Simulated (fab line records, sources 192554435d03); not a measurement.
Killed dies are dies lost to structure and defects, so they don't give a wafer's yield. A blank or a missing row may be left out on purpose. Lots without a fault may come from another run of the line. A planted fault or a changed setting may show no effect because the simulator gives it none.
Chamber matching | flow n5_finfet | N5_DUMMY_GATE_ETCH_36 on rie_diel-03: 4 sister chambers
The step etches SiARC in CF4, target depth 13 nm. 24 wafers are shown with their chamber, then 12 later ones without.

WAFERS WITH THEIR CHAMBER
wafer  | chamber | drypump_motor_current_A (A) | throttle_valve_pct (%) | oes_product_au (a.u.)
L075.2 | 2       | 5.0                         | 15.63                  | 0.86
L075.5 | 3       | 6.2                         | 15.58                  | 0.89
L075.6 | 2       | 5.0                         | 15.64                  | 0.86
L076.4 | 3       | 6.2                         | 15.58                  | 0.91
L076.5 | 2       | 5.1                         | 15.64                  | 0.87
L076.6 | 1       | 5.6                         | 15.81                  | 0.76
L079.1 | 1       | 5.6                         | 15.81                  | 0.75
L079.3 | 2       | 5.1                         | 15.63                  | 0.86
L079.4 | 0       | 5.0                         | 15.75                  | 0.70
L080.3 | 0       | 5.0                         | 15.77                  | 0.70
L080.4 | 1       | 5.6                         | 15.82                  | 0.76
L080.5 | 2       | 5.1                         | 15.66                  | 0.85
L082.2 | 1       | 5.6                         | 15.84                  | 0.75
L082.3 | 2       | 5.1                         | 15.64                  | 0.85
L082.6 | 2       | 5.0                         | 15.66                  | 0.85
L083.3 | 1       | 5.6                         | 15.82                  | 0.75
L083.4 | 1       | 5.6                         | 15.85                  | 0.76
L083.5 | 3       | 6.2                         | 15.61                  | 0.88
L085.1 | 2       | 5.1                         | 15.67                  | 0.84
L085.4 | 0       | 5.0                         | 15.33                  | 1.01
L085.6 | 3       | 6.2                         | 15.62                  | 0.86
L086.1 | 0       | 5.0                         | 15.32                  | 0.99
L086.2 | 1       | 5.6                         | 15.85                  | 0.75
L086.3 | 2       | 5.1                         | 15.67                  | 0.84

SIGNATURES (means of the wafers above)
reading                 | chamber 0 | chamber 1 | chamber 2 | chamber 3 | scatter within a chamber
drypump_motor_current_A | 5.000     | 5.600     | 5.067     | 6.200     | 0.0316
throttle_valve_pct      | 15.5425   | 15.8286   | 15.6489   | 15.5975   | 0.0987
oes_product_au          | 0.8500    | 0.7543    | 0.8533    | 0.8850    | 0.068
Rule: a wafer's distance from a chamber is the root of the sum, over the readings, of the square of ((its reading less the chamber's mean) divided by the reading's scatter). The wafer belongs to the nearest chamber; if the next one is less than 2 further off, it can't be placed. The scatter: the root of (the sum of the squares of (reading less its chamber's mean) over the shown wafers, divided by (wafers less chambers)).

WAFERS WITHOUT THEIR CHAMBER
wafer  | drypump_motor_current_A (A) | throttle_valve_pct (%) | oes_product_au (a.u.)
L091.2 | 5.0                         | 15.34                  | 0.95
L091.3 | 5.6                         | 15.88                  | 0.74
L091.4 | 6.2                         | 15.63                  | 0.84
L092.2 | 5.1                         | 15.70                  | 0.83
L092.4 | 5.0                         | 15.35                  | 0.94
L092.6 | 5.6                         | 15.85                  | 0.73
L094.2 | 6.2                         | 15.65                  | 0.84
L094.3 | 5.1                         | 15.70                  | 0.82
L094.5 | 5.6                         | 15.88                  | 0.74
L095.1 | 5.6                         | 15.88                  | 0.74
L095.2 | 5.1                         | 15.70                  | 0.82
L095.4 | 6.2                         | 15.66                  | 0.84

WHICH CHAMBER EACH WENT THROUGH
wafer  | from the rows above     | in truth
L091.2 | can't be placed: 0 or 2 | 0
L091.3 | 1                       | 1
L091.4 | 3                       | 3
L092.2 | 2                       | 2
L092.4 | can't be placed: 0 or 2 | 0
L092.6 | 1                       | 1
L094.2 | 3                       | 3
L094.3 | 2                       | 2
L094.5 | 1                       | 1
L095.1 | 1                       | 1
L095.2 | 2                       | 2
L095.4 | 3                       | 3
Placed correctly: 10 of 12. Can't be placed from these rows: 2 (the true chamber is among the candidates in 2). Placed wrongly: 0.
